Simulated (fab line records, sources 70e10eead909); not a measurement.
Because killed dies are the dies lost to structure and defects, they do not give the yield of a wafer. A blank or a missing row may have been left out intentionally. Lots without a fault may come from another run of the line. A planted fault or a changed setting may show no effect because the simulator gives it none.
Chamber matching    flow nand-harc    cmp-01 running NHARC_A_BONDPAD_CMP_19: 4 sister chambers
The step polishes, t overpolish 30 s, cu recess touch 16 s, target thk 169.82 nm. 4 wafers are shown with their chamber, then 7 later ones without.

## WAFERS, EACH WITH ITS CHAMBER
wafer   chamber  motor-current-A (A)
L362.2  2        11.0
L373.3  1        10.2
L372.2  0        13.0
L372.3  3        10.5

## WAFERS WHOSE CHAMBER IS MISSING
wafer   motor-current-A (A)
L372.5  11.9
L375.1  10.9
L375.3  9.8
L375.6  10.1
L382.2  10.2
L382.3  11.1
L382.6  9.6

## WHICH CHAMBER EACH ONE RAN IN
wafer   from the rows above                in truth
L372.5  can't be placed: 2 or 0 or 3 or 1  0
L375.1  can't be placed: 2 or 3 or 1       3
L375.3  can't be placed: 1 or 3 or 2       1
L375.6  can't be placed: 1 or 3 or 2       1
L382.2  can't be placed: 1 or 3 or 2       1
L382.3  can't be placed: 2 or 3 or 1       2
L382.6  can't be placed: 1 or 3 or 2       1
Correctly placed: 0 of 7. From these rows, 7 cannot be placed; in 7 the true chamber is one of the candidates. Wrongly placed: 0.
How it was worked out, from the rows above alone: a wafer's distance from a chamber is the root of the sum, over the readings, of the square of ((its reading less the chamber's mean) divided by the reading's scatter). The wafer belongs to the nearest chamber; if the next one is less than 2 further off, it can't be placed. A chamber's mean is the mean of its shown wafers. The scatter: with one shown wafer a chamber, the root of the mean of the squares of how far each hidden wafer lies from its nearest shown one.
